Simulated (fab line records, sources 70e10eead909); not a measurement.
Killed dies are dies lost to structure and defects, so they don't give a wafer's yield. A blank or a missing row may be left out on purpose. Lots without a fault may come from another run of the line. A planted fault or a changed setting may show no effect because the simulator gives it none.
fab line records | flow nand_harc | part 1 of 2: steps 1 to 23 of 35
record lots=5 wafers=15 last_day=33
route steps=1302 shown A_STAIRCASE@811
lots that met no fault: from a run of the same line without faults
start_h: hours from the record's first day to the start of the lot's first wafer shown | wait_h: hours since the lot's step before | " the same as in the row above | L1.1+2: a row that stands for several wafers | - no value, or no start given | * or withheld: withheld | < > ~ a bound
route shown NAME@n: a module of which the file shows steps, and the number in the route of the first | usual: mean/standard deviation of fault-free wafers | same: alike in all rows | chamber/n: place in a boat | sites: the reading at each site | _std_site: their standard deviation | _edge_site: outer sites' mean less inner sites' | radius_mm: how far each site lies from the wafer's centre | mask NAME#n: copy n | behind: the tool/chamber that last shaped the wafer | hold: why the lot was held/for how many hours/how that ended | device: the transistor (n, p or np) that didn't switch | end of line: the same wafers' tests at the end of the route | a step without rows: its recipe alone | killed: dies lost to structure and defects at the first sort, not the wafer's yield | map: a wafer's dies, x killed, . not, _ none there
set.NAME: the setting as run; set.NAME@STEP: as run at that earlier step | model.NAME: the simulator's own value behind a step, which no gauge read
lots at some steps of the route; a table a step, a row a wafer
services: from which hour (start_h, from the record's first day; less than 0 if before it) a tool's chamber was out of use, for how many hours, and why
## steps
# step NHARC_A_STAIRCASE_ETCH_452
# recipe target_depth_a=300 overetch_a=30 time_s=16.5 ion_energy_ev=100 cf4_flow_sccm=80 o2_flow_sccm=20 ar_flow_sccm=0 rf_w=300 bias_w=100 chemistry=CF4/O2
# usual cf4_flow_sccm=80.00/0.24 drypump_motor_current_A=5.7/0.37 oes_product_au=0.996/0.012 rf_vpp_V=197.4/1.5 showerhead_plenum_p_Torr=1.32/0.06 throttle_valve_pct=13.398/0.0091
# columns lot.wafer tool chamber start_h wait_h cf4_flow_sccm drypump_motor_current_A oes_product_au rf_hours_counter_h rf_vpp_V showerhead_plenum_p_Torr throttle_valve_pct
L076.4 rie_diel-10 0 - - 80.10 6.0 1.003 66 198.4 1.43 13.386
L076.3 " 2 " " 80.08 4.8 1.016 52 195.7 1.28 13.396
L076.6 " 1 " " 79.87 5.9 0.998 - 197.2 1.25 13.395
L080.3 rie_diel-07 1 - - 79.70 5.8 0.997 42 197.0 1.34 13.409
L080.1 " 2 " " 79.99 6.0 1.003 43 195.5 1.25 13.397
L080.2 " 3 " " 80.05 6.2 1.008 39 196.0 1.35 13.398
L088.2 rie_diel-07 1 - - 79.97 5.8 0.988 13 198.6 1.33 13.388
L088.3 " 2 " " 80.03 5.9 1.001 13 196.1 1.25 13.379
L088.4 " 2 " " 79.68 6.0 0.995 - 196.8 1.25 13.387
L092.2 rie_diel-07 0 - - 80.23 5.8 0.974 26 195.1 1.26 13.408
L092.6 " 0 " " 79.99 5.8 0.990 - 196.7 1.26 13.410
L092.5 " 1 " " 80.36 5.8 0.999 - 197.3 1.33 13.385
L095.1 rie_diel-07 1 - - 79.96 5.8 0.983 39 197.0 1.33 13.407
L095.2 " 2 " " 80.32 5.9 1.007 39 197.2 1.24 13.406
L095.5 " 1 " " 79.91 5.8 0.981 - 198.3 1.33 13.404
# step NHARC_A_STAIRCASE_ETCH_294
# recipe target_depth_a=49890 time_s=1211.6 ion_energy_ev=800 c4f8_flow_sccm=80 o2_flow_sccm=60 ar_flow_sccm=withheld rf_w=600 bias_w=3000 chemistry=C4F8/O2/Ar
# usual oes_product_au=0.930/0.013 rf_vpp_V=1823/11
# columns lot.wafer tool chamber start_h wait_h oes_product_au rf_hours_counter_h rf_vpp_V
L076.4 rie_diel-10 1 - - 0.938 53 1809
L076.3 " 0 " " 0.969 66 1844
L076.6 " 1 " " 0.938 - 1810
L080.2 rie_diel-07 0 - - 0.930 38 1814
L080.3 " 1 " " 0.930 42 1827
L080.1 " 2 " " 0.938 43 1812
L088.2 rie_diel-07 0 - - 0.911 10 1815
L088.3 " 1 " " 0.925 13 1827
L088.4 " 2 " " 0.936 - 1812
L092.2 rie_diel-07 1 - - 0.912 29 1825
L092.5 " 1 " " 0.923 - 1825
L092.6 " 2 " " 0.937 - 1810
L095.1 rie_diel-07 3 - - 0.924 29 1827
L095.2 " 1 " " 0.945 39 1826
L095.5 " 2 " " 0.956 - 1809
# step NHARC_A_STAIRCASE_STRIP_295
# recipe o2_flow_sccm=500 ar_flow_sccm=0 bias_w=0 chemistry=O2
# usual drypump_motor_current_A=5.7/0.41 oes_product_au=0.993/0.011 rf_vpp_V=57.7/0.92 showerhead_plenum_p_Torr=3.48/0.14 throttle_valve_pct=17.037/0.0081
# columns lot.wafer tool chamber start_h wait_h drypump_motor_current_A oes_product_au rf_hours_counter_h rf_vpp_V showerhead_plenum_p_Torr throttle_valve_pct
L076.4 rie_diel-10 1 - - 5.9 0.999 53 57.2 3.31 17.045
L076.3 " 3 " " 5.0 0.996 62 58.4 3.40 17.027
L076.6 " 2 " " 4.8 1.024 - 56.7 3.40 17.044
L080.2 rie_diel-07 3 - - 6.3 0.999 40 59.0 3.56 17.035
L080.3 " 0 " " 5.8 1.000 38 58.4 3.36 17.037
L080.1 " 2 " " 5.9 1.002 44 56.6 3.32 17.043
L088.2 rie_diel-07 1 - - 5.8 0.986 14 57.7 3.52 17.034
L088.3 " 2 " " 5.9 1.000 14 55.6 3.31 17.045
L088.4 " 1 " " 5.8 0.992 - 57.8 3.52 17.030
L092.2 rie_diel-07 0 - - 5.8 0.979 26 57.1 3.34 17.031
L092.6 " 3 " " 6.3 0.978 - 57.2 3.55 17.042
L092.5 " 0 " " 5.8 0.978 - 56.9 3.34 17.037
L095.2 rie_diel-07 0 - - 5.8 0.978 36 58.4 3.33 17.039
L095.1 " 3 " " 6.2 0.985 29 57.9 3.54 17.038
L095.5 " 1 " " 5.8 0.994 - 56.3 3.51 17.035
# step NHARC_A_STAIRCASE_STRIP_296
# recipe time_s=900 temp_c=130 chemistry=SPM
# columns lot.wafer tool chamber start_h wait_h
L076.3+6+4 wet_bench-01 1,4,5 412.13 -
L080.3+2+1 wet_bench-01 2,3,4 441.84 -
L088.2+4+3 wet_bench-04 7,0,2 530.90 -
L092.6+5+2 wet_bench-04 6,0,2 574.21 -
L095.2+1+5 wet_bench-03 4,7,0 604.92 -
# step NHARC_A_STAIRCASE_PRECLEAN_297
# recipe time_s=* temp_c=50 bath_age_min=0 chemistry=SC1
# columns lot.wafer tool chamber start_h wait_h
L076.3+6+4 wet_bench-01 1,4,5 - -
L080.3+2+1 wet_bench-01 2,3,4 - -
L088.2+4+3 wet_bench-04 7,0,2 - -
L092.6+5+2 wet_bench-04 6,0,2 - -
L095.2+1+5 wet_bench-03 4,7,0 - -
# step NHARC_A_STAIRCASE_SRD_298
# columns lot.wafer tool chamber start_h wait_h
L076.3+6+4 wet_bench-01 1,4,5 - -
L080.3+2+1 wet_bench-01 2,3,4 - -
L088.2+4+3 wet_bench-04 7,0,2 - -
L092.6+5+2 wet_bench-04 6,0,2 - -
L095.2+1+5 wet_bench-03 4,7,0 - -
# step NHARC_A_STAIRCASE_HM_DEP_462
# recipe target_thk_a=8000 temp_c=400 material=aC
# usual throttle_valve_pct=35.000/0.0089
# columns lot.wafer tool chamber start_h wait_h throttle_valve_pct
L076.3 acl_dep-03 0 413.27 0.7 35.006
L076.4 " 0 " " 34.994
L076.6 " 0 " " 35.001
L080.1 acl_dep-03 0 443.35 1.1 34.990
L080.2 " 0 " " 34.989
L080.3 " 0 " " 35.011
L088.2 acl_dep-03 0 531.73 0.4 34.993
L088.3 " 0 " " 35.001
L088.4 " 0 " " 35.008
L092.2 acl_dep-01 0 575.29 0.6 35.006
L092.5 " 0 " " 35.006
L092.6 " 0 " " 35.011
L095.1 acl_dep-01 0 607.27 1.9 35.007
L095.2 " 0 " " 34.998
L095.5 " 0 " " 35.003
# step NHARC_A_STAIRCASE_DEP_301
# recipe target_thk_a=300 target_thk_nm=30 temp_c=400 pressure_torr=3.5 flow_sccm=200 rf_w=350 material=SiON
# usual heater_power_w=717/99
# columns lot.wafer tool chamber start_h wait_h heater_power_w
L076.3 pecvd-03 1 414.59 1.0 775
L076.4 " 0 " " 527
L076.6 " 1 " " 744
L080.2 pecvd-03 2 445.20 1.2 865
L080.3 " 0 " " 656
L080.1 " 1 " " 705
L088.3 pecvd-04 0 533.31 1.0 709
L088.2 " 1 " " 707
L088.4 " 0 " " 741
L092.2 pecvd-02 2 576.90 1.3 733
L092.5 " 2 " " 725
L092.6 " 0 " " 580
L095.1 pecvd-02 1 609.18 1.6 775
L095.2 " 2 " " 728
L095.5 " 1 " " 776
# step NHARC_A_STAIRCASE_DEHYDRATE_302
# recipe temp_c=150 time_s=120
# columns lot.wafer tool chamber start_h wait_h
L076.3+4+6 litho_track-02 0 414.80 0.2
L080.1+2+3 litho_track-05 0 445.47 0.2
L088.2+3+4 litho_track-03 0 533.55 0.2
L092.2+5+6 litho_track-03 0 577.17 0.2
L095.1+2+5 litho_track-05 0 609.42 0.2
# step NHARC_A_STAIRCASE_HMDS_303
# recipe time_s=30
# columns lot.wafer tool chamber start_h wait_h
L076.3+4+6 litho_track-02 0 - -
L080.1+2+3 litho_track-05 0 - -
L088.2+3+4 litho_track-03 0 - -
L092.2+5+6 litho_track-03 0 - -
L095.1+2+5 litho_track-05 0 - -
# step NHARC_A_STAIRCASE_COAT_304
# recipe spin_rpm=1200
# columns lot.wafer tool chamber start_h wait_h
L076.3+4+6 litho_track-02 0 - -
L080.1+2+3 litho_track-05 0 - -
L088.2+3+4 litho_track-03 0 - -
L092.2+5+6 litho_track-03 0 - -
L095.1+2+5 litho_track-05 0 - -
# step NHARC_A_STAIRCASE_SOFTBAKE_305
# recipe temp_c=135 time_s=170
# columns lot.wafer tool chamber start_h wait_h
L076.3+4+6 litho_track-02 0 - -
L080.1+2+3 litho_track-05 0 - -
L088.2+3+4 litho_track-03 0 - -
L092.2+5+6 litho_track-03 0 - -
L095.1+2+5 litho_track-05 0 - -
# step NHARC_A_STAIRCASE_EBR_306
# columns lot.wafer tool chamber start_h wait_h
L076.3+4+6 litho_track-02 0 - -
L080.1+2+3 litho_track-05 0 - -
L088.2+3+4 litho_track-03 0 - -
L092.2+5+6 litho_track-03 0 - -
L095.1+2+5 litho_track-05 0 - -
# step NHARC_A_STAIRCASE_EXPOSE_307
# recipe na=0.5 dose_mj=45.72 mask_id=CHOP_50
# usual stage_vel_mm_s=499.98/0.25
# columns lot.wafer tool chamber start_h wait_h mask stage_vel_mm_s
L076.3 krf_scanner-02 0 415.03 - CHOP_50#0 499.94
L076.4 " 0 " " CHOP_50#0 499.53
L076.6 " 0 " " CHOP_50#0 499.54
L080.1 krf_scanner-01 0 445.68 - CHOP_50#0 499.89
L080.2 " 0 " " CHOP_50#0 500.15
L080.3 " 0 " " CHOP_50#0 499.97
L088.2 krf_scanner-02 0 533.89 - CHOP_50#0 500.11
L088.3 " 0 " " CHOP_50#0 499.96
L088.4 " 0 " " CHOP_50#0 500.04
L092.2 krf_scanner-01 0 577.51 - CHOP_50#0 500.00
L092.5 " 0 " " CHOP_50#0 499.97
L092.6 " 0 " " CHOP_50#0 499.60
L095.1 krf_scanner-03 0 609.62 - CHOP_50#0 500.65
L095.2 " 0 " " CHOP_50#0 500.76
L095.5 " 0 " " CHOP_50#0 499.66
# step NHARC_A_STAIRCASE_PEB_308
# recipe peb_temp_c=115 peb_time_s=130
# columns lot.wafer tool chamber start_h wait_h
L076.3+4+6 litho_track-02 0 415.08 0.0
L080.1+2+3 litho_track-05 0 445.74 0.1
L088.2+3+4 litho_track-03 0 533.96 0.1
L092.2+5+6 litho_track-05 0 577.57 0.1
L095.1+2+5 litho_track-03 0 609.69 0.1
# step NHARC_A_STAIRCASE_DEVELOP_309
# recipe time_s=140
# columns lot.wafer tool chamber start_h wait_h
L076.3+4+6 litho_track-02 0 - -
L080.1+2+3 litho_track-05 0 - -
L088.2+3+4 litho_track-03 0 - -
L092.2+5+6 litho_track-05 0 - -
L095.1+2+5 litho_track-03 0 - -
# step NHARC_A_STAIRCASE_HARDBAKE_311
# recipe temp_c=120 time_s=140
# columns lot.wafer tool chamber start_h wait_h
L076.3+4+6 litho_track-05 0 415.31 -
L080.1+2+3 litho_track-02 0 445.96 -
L088.2+3+4 litho_track-03 0 534.18 -
L092.2+5+6 litho_track-05 0 577.79 -
L095.1+2+5 litho_track-03 0 609.91 -
# step NHARC_A_STAIRCASE_DESCUM_312
# recipe time_s=3 o2_flow_sccm=200 ar_flow_sccm=0 bias_power_w=0 chemistry=O2
# usual drypump_motor_current_A=5.6/0.44 oes_product_au=0.998/0.012 rf_vpp_V=57.8/0.98 showerhead_plenum_p_Torr=1.90/0.093 throttle_valve_pct=11.311/0.0092
# columns lot.wafer tool chamber start_h wait_h drypump_motor_current_A oes_product_au rf_hours_counter_h rf_vpp_V showerhead_plenum_p_Torr throttle_valve_pct
L076.4 rie_diel-02 1 415.39 - 5.3 1.001 4 58.9 2.04 11.297
L076.3 " 3 " " 5.2 0.984 3 56.7 2.04 11.301
L076.6 " 2 " " 6.0 0.995 - 56.8 1.89 11.319
L080.3 rie_diel-10 0 446.05 - 6.0 1.002 3 57.8 2.05 11.306
L080.2 " 1 " " 5.9 0.993 3 56.6 1.78 11.306
L080.1 " 2 " " 4.8 1.013 2 58.2 1.84 11.312
L088.2 rie_diel-10 2 534.27 - 4.8 0.997 30 55.3 1.83 11.327
L088.3 " 3 " " 5.0 1.000 31 56.7 1.83 11.308
L088.4 " 0 " " 5.9 1.002 36 57.4 2.04 11.301
L092.2 rie_diel-10 1 578.95 - 5.9 0.997 53 55.1 1.77 11.304
L092.5 " 2 " " 4.8 1.011 - 56.3 1.82 11.310
L092.6 " 3 " " 5.0 0.993 - 58.0 1.82 11.318
L095.1 rie_diel-10 3 610.08 - 5.0 0.988 2 59.5 1.82 11.296
L095.2 " 1 " " 5.9 1.007 2 58.5 2.08 11.325
L095.5 " 2 " " 4.8 1.003 - 57.9 1.82 11.297
# step NHARC_A_STAIRCASE_ETCH_313
# recipe cf4_flow_sccm=100 chf3_flow_sccm=30 ar_flow_sccm=0 rf_w=500 bias_w=200 chemistry=CF4/CHF3
# usual cf4_flow_sccm=99.98/0.28 drypump_motor_current_A=5.6/0.43 oes_product_au=0.934/0.019 rf_vpp_V=370.3/2.6 showerhead_plenum_p_Torr=1.56/0.073 throttle_valve_pct=16.803/0.0094
# columns lot.wafer tool chamber start_h wait_h cf4_flow_sccm drypump_motor_current_A oes_product_au rf_hours_counter_h rf_vpp_V showerhead_plenum_p_Torr throttle_valve_pct
L076.4 rie_diel-02 3 415.47 0.1 100.12 5.2 0.962 3 373.2 1.67 16.799
L076.3 " 0 " " 99.86 5.3 0.975 3 371.3 1.62 16.797
L076.6 " 0 " " 99.93 5.2 0.981 - 372.0 1.62 16.805
L080.3 rie_diel-10 3 446.14 0.1 100.03 5.0 0.951 2 368.2 1.52 16.800
L080.1 " 0 " " 100.12 5.9 0.959 3 374.4 1.68 16.811
L080.2 " 1 " " 99.99 5.9 0.954 3 367.1 1.47 16.812
L088.2 rie_diel-10 2 534.40 0.1 99.71 4.8 0.930 30 371.1 1.51 16.807
L088.3 " 3 " " 100.31 5.0 0.923 31 367.4 1.51 16.798
L088.4 " 0 " " 99.54 5.9 0.927 36 374.2 1.67 16.808
L092.2 rie_diel-10 3 579.28 0.3 99.70 5.0 0.921 52 368.2 1.50 16.778
L092.6 " 1 " " 100.05 5.9 0.934 - 367.4 1.46 16.804
L092.5 " 2 " " 99.85 4.8 0.933 - 367.5 1.50 16.804
L095.2 rie_diel-10 1 610.17 0.1 100.01 5.9 0.947 2 374.5 1.70 16.794
L095.1 " 3 " " 99.90 5.0 0.931 2 367.5 1.50 16.808
L095.5 " 1 " " 100.11 6.0 0.946 - 374.1 1.70 16.801
# step NHARC_A_STAIRCASE_HM_OPEN_463
# recipe o2_flow_sccm=400 cos_flow_sccm=20 ar_flow_sccm=0 rf_w=500 bias_w=300 chemistry=O2/COS
# usual drypump_motor_current_A=5.6/0.45 oes_product_au=0.997/0.012 rf_vpp_V=467/3.2 showerhead_plenum_p_Torr=3.09/0.14 throttle_valve_pct=28.329/0.0088
# columns lot.wafer tool chamber start_h wait_h drypump_motor_current_A oes_product_au rf_hours_counter_h rf_vpp_V showerhead_plenum_p_Torr throttle_valve_pct
L076.4 rie_diel-02 2 - - 6.0 0.996 4 468 3.09 28.331
L076.3 " 0 " " 5.3 1.001 3 469 3.21 28.321
L076.6 " 2 " " 6.0 0.994 - 467 3.09 28.333
L080.3 rie_diel-10 1 - - 6.0 1.010 3 463 2.92 28.334
L080.2 " 2 " " 4.8 1.019 2 464 3.00 28.353
L080.1 " 0 " " 6.0 1.010 3 471 3.34 28.339
L088.4 rie_diel-10 1 - - 6.0 1.014 37 461 2.91 28.327
L088.2 " 2 " " 4.8 0.998 34 463 2.99 28.321
L088.3 " 0 " " 6.0 0.991 38 470 3.32 28.319
L092.2 rie_diel-10 2 - - 4.8 1.002 51 463 2.98 28.334
L092.6 " 1 " " 5.9 1.006 - 462 2.90 28.317
L092.5 " 2 " " 4.8 1.014 - 463 2.98 28.337
L095.2 rie_diel-10 3 - - 5.0 0.994 2 464 2.98 28.325
L095.1 " 1 " " 5.9 1.003 2 471 3.37 28.319
L095.5 " 0 " " 6.0 1.002 - 471 3.30 28.317
# step NHARC_A_STAIRCASE_STRIP_464
# recipe o2_flow_sccm=400 cos_flow_sccm=20 ar_flow_sccm=0 bias_w=0 chemistry=O2/COS
# columns lot.wafer tool chamber start_h wait_h
L076.4+3+6 rie_diel-02 3,0,1 - -
L080.3+1+2 rie_diel-10 2,3,0 - -
L088.3+4+2 rie_diel-10 1,3,0 - -
L092.2+5+6 rie_diel-10 1,2,3 - -
L095.1+2+5 rie_diel-10 0,2,0 - -
# step NHARC_A_STAIRCASE_ETCH_453
# recipe target_depth_a=300 overetch_a=30 time_s=16.5 ion_energy_ev=100 cf4_flow_sccm=80 o2_flow_sccm=20 ar_flow_sccm=0 rf_w=300 bias_w=100 chemistry=CF4/O2
# usual cf4_flow_sccm=79.98/0.27 drypump_motor_current_A=5.6/0.46 oes_product_au=0.998/0.012 rf_vpp_V=197.5/1.6 showerhead_plenum_p_Torr=1.32/0.064 throttle_valve_pct=13.397/0.0087
# columns lot.wafer tool chamber start_h wait_h cf4_flow_sccm drypump_motor_current_A oes_product_au rf_hours_counter_h rf_vpp_V showerhead_plenum_p_Torr throttle_valve_pct
L076.3 rie_diel-02 0 - - 80.01 5.3 0.989 3 197.9 1.37 13.393
L076.4 " 1 " " 79.47 5.3 1.011 4 200.2 1.42 13.397
L076.6 " 2 " " 79.95 6.0 0.994 - 198.7 1.32 13.418
L080.1 rie_diel-10 1 - - 79.96 5.9 1.005 3 196.2 1.25 13.393
L080.3 " 3 " " 80.52 5.0 0.986 2 195.9 1.28 13.388
L080.2 " 0 " " 80.25 6.0 1.007 3 200.4 1.43 13.404
L088.3 rie_diel-10 0 - - 80.00 6.0 1.005 38 200.4 1.42 13.394
L088.2 " 2 " " 79.44 4.8 0.994 34 195.0 1.28 13.409
L088.4 " 3 " " 80.17 5.0 0.985 35 195.7 1.28 13.402
L092.2 rie_diel-10 2 - - 80.32 4.8 1.018 51 198.6 1.27 13.385
L092.5 " 2 " " 80.41 4.8 1.008 - 197.8 1.27 13.407
L092.6 " 3 " " 80.21 5.0 0.996 - 196.0 1.27 13.402
L095.1 rie_diel-10 2 - - 79.81 4.8 1.002 2 196.4 1.27 13.398
L095.2 " 0 " " 79.71 6.0 0.994 2 198.9 1.42 13.392
L095.5 " 2 " " 79.82 4.8 1.008 - 197.2 1.27 13.404
# step NHARC_A_STAIRCASE_ETCH_315
# recipe target_depth_a=25000 time_s=607.1 ion_energy_ev=800 c4f8_flow_sccm=80 o2_flow_sccm=60 ar_flow_sccm=withheld rf_w=600 bias_w=3000 chemistry=C4F8/O2/Ar
# usual oes_product_au=0.930/0.011 rf_vpp_V=1825/12
# columns lot.wafer tool chamber start_h wait_h oes_product_au rf_hours_counter_h rf_vpp_V
L076.4 rie_diel-02 1 - - 0.933 4 1844
L076.3 " 0 " " 0.947 3 1834
L076.6 " 1 " " 0.944 - 1843
L080.1 rie_diel-10 0 - - 0.951 3 1844
L080.3 " 1 " " 0.934 3 1810
L080.2 " 2 " " 0.941 2 1817
L088.4 rie_diel-10 3 - - 0.938 35 1816
L088.3 " 0 " " 0.943 38 1844
L088.2 " 1 " " 0.925 37 1808
L092.2 rie_diel-10 3 - - 0.915 53 1814
L092.6 " 3 " " 0.917 - 1815
L092.5 " 0 " " 0.937 - 1841
L095.1 rie_diel-10 2 - - 0.951 2 1814
L095.2 " 3 " " 0.925 3 1814
L095.5 " 1 " " 0.938 - 1847
